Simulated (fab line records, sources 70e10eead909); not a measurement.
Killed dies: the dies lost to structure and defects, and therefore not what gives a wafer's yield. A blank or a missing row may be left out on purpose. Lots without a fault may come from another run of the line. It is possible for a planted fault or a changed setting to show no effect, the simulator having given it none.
Chamber matching | flow nandHarc | cmp-01 running NHARC_THIN_TSV_CMP_01: 4 sister chambers
The step polishes. 8 wafers are shown with their chamber, then 7 later ones without.

## WAFERS WITH THEIR CHAMBER
wafer  | chamber | motorCurrentA (A)
L264.2 | 1       | 12.4
L264.5 | 3       | 11.0
L270.4 | 1       | 12.3
L269.2 | 3       | 10.7
L269.4 | 0       | 13.9
L269.5 | 2       | 10.8
L273.1 | 0       | 14.1
L273.2 | 2       | 11.1

## WAFERS WITHOUT THEIR CHAMBER
wafer  | motorCurrentA (A)
L273.3 | 11.6
L278.2 | 13.0
L278.4 | 12.6
L278.5 | 12.0
L281.1 | 11.9
L281.3 | 11.6
L281.5 | 12.8

## WHICH CHAMBER EACH WENT THROUGH
wafer  | from the rows above          | in truth
L273.3 | can't be placed: 2 or 3 or 1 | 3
L278.2 | 1                            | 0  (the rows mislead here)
L278.4 | 1                            | 1
L278.5 | 1                            | 1
L281.1 | 1                            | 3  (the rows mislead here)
L281.3 | can't be placed: 2 or 3 or 1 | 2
L281.5 | 1                            | 1
3 of 7 placed correctly. These rows do not allow placing 2 (true chamber among the candidates in 2). Number placed wrongly: 2.
How it was worked out, from the rows above alone: a wafer's distance from a chamber is the root of the sum, over the readings, of the square of ((its reading less the chamber's mean) divided by the reading's scatter). The wafer belongs to the nearest chamber; if the next one is less than 2 further off, it can't be placed. For every chamber, the mean is computed from those of its wafers that are shown. The scatter: the root of (the sum of the squares of (reading less its chamber's mean) over the shown wafers, divided by (wafers less chambers)).
